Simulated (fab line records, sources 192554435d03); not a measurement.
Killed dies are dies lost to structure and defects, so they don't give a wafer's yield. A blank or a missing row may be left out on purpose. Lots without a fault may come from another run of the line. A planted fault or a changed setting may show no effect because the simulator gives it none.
Chamber matching | flow n5_finfet | N5_BEOL_M3_DESCUM_33 on rie_diel-06: 4 sister chambers
The step chemistry O2, time 7 s. 20 wafers are shown with their chamber, then 10 later ones without.

WAFERS WITH THEIR CHAMBER
wafer  | chamber | drypump_motor_current_A (A) | showerhead_plenum_p_Torr (Torr) | throttle_valve_pct (%)
L075.3 | 2       | 6.4                         | 1.99                            | 20.93
L075.4 | 3       | 6.2                         | 2.14                            | 19.73
L075.6 | 1       | 5.9                         | 2.14                            | 20.12
L083.1 | 1       | 5.9                         | 2.14                            | 20.14
L083.4 | 2       | 6.4                         | 1.99                            | 20.94
L083.5 | 2       | 6.4                         | 1.99                            | 20.97
L085.2 | 0       | 5.0                         | 2.22                            | 20.28
L085.3 | 2       | 6.4                         | 1.99                            | 20.95
L085.4 | 3       | 6.1                         | 2.13                            | 19.76
L086.1 | 3       | 6.1                         | 2.13                            | 19.77
L086.3 | 0       | 5.0                         | 2.22                            | 20.29
L086.5 | 0       | 5.0                         | 2.22                            | 20.27
L088.1 | 1       | 5.9                         | 2.13                            | 20.16
L088.2 | 2       | 6.4                         | 1.99                            | 20.98
L088.3 | 0       | 5.0                         | 2.22                            | 20.27
L088.4 | 3       | 6.2                         | 2.13                            | 19.76
L088.5 | 2       | 6.4                         | 1.99                            | 20.96
L088.6 | 1       | 5.9                         | 2.13                            | 20.15
L087.2 | 1       | 5.9                         | 2.13                            | 20.15
L087.4 | 3       | 6.2                         | 2.13                            | 19.78

SIGNATURES (means of the wafers above)
reading                  | chamber 0 | chamber 1 | chamber 2 | chamber 3 | scatter within a chamber
drypump_motor_current_A  | 5.000     | 5.900     | 6.400     | 6.160     | 0.0274
showerhead_plenum_p_Torr | 2.2200    | 2.1340    | 1.9900    | 2.1320    | 0.00354
throttle_valve_pct       | 20.2775   | 20.1440   | 20.9550   | 19.7600   | 0.0165
Rule: a wafer's distance from a chamber is the root of the sum, over the readings, of the square of ((its reading less the chamber's mean) divided by the reading's scatter). The wafer belongs to the nearest chamber; if the next one is less than 2 further off, it can't be placed. The scatter: the root of (the sum of the squares of (reading less its chamber's mean) over the shown wafers, divided by (wafers less chambers)).

WAFERS WITHOUT THEIR CHAMBER
wafer  | drypump_motor_current_A (A) | showerhead_plenum_p_Torr (Torr) | throttle_valve_pct (%)
L087.5 | 6.4                         | 1.99                            | 20.97
L090.3 | 6.4                         | 1.98                            | 20.97
L090.4 | 6.2                         | 2.13                            | 19.79
L090.5 | 5.0                         | 2.22                            | 20.31
L094.1 | 5.9                         | 2.13                            | 20.17
L094.2 | 5.0                         | 2.21                            | 20.31
L094.3 | 6.2                         | 2.12                            | 19.78
L097.4 | 5.0                         | 2.21                            | 20.32
L097.5 | 6.4                         | 1.98                            | 20.98
L097.6 | 5.9                         | 2.13                            | 20.20

WHICH CHAMBER EACH WENT THROUGH
wafer  | from the rows above | in truth
L087.5 | 2                   | 2
L090.3 | 2                   | 2
L090.4 | 3                   | 3
L090.5 | 0                   | 0
L094.1 | 1                   | 1
L094.2 | 0                   | 0
L094.3 | 3                   | 3
L097.4 | 0                   | 0
L097.5 | 2                   | 2
L097.6 | 1                   | 1
Placed correctly: 10 of 10. Can't be placed from these rows: 0. Placed wrongly: 0.
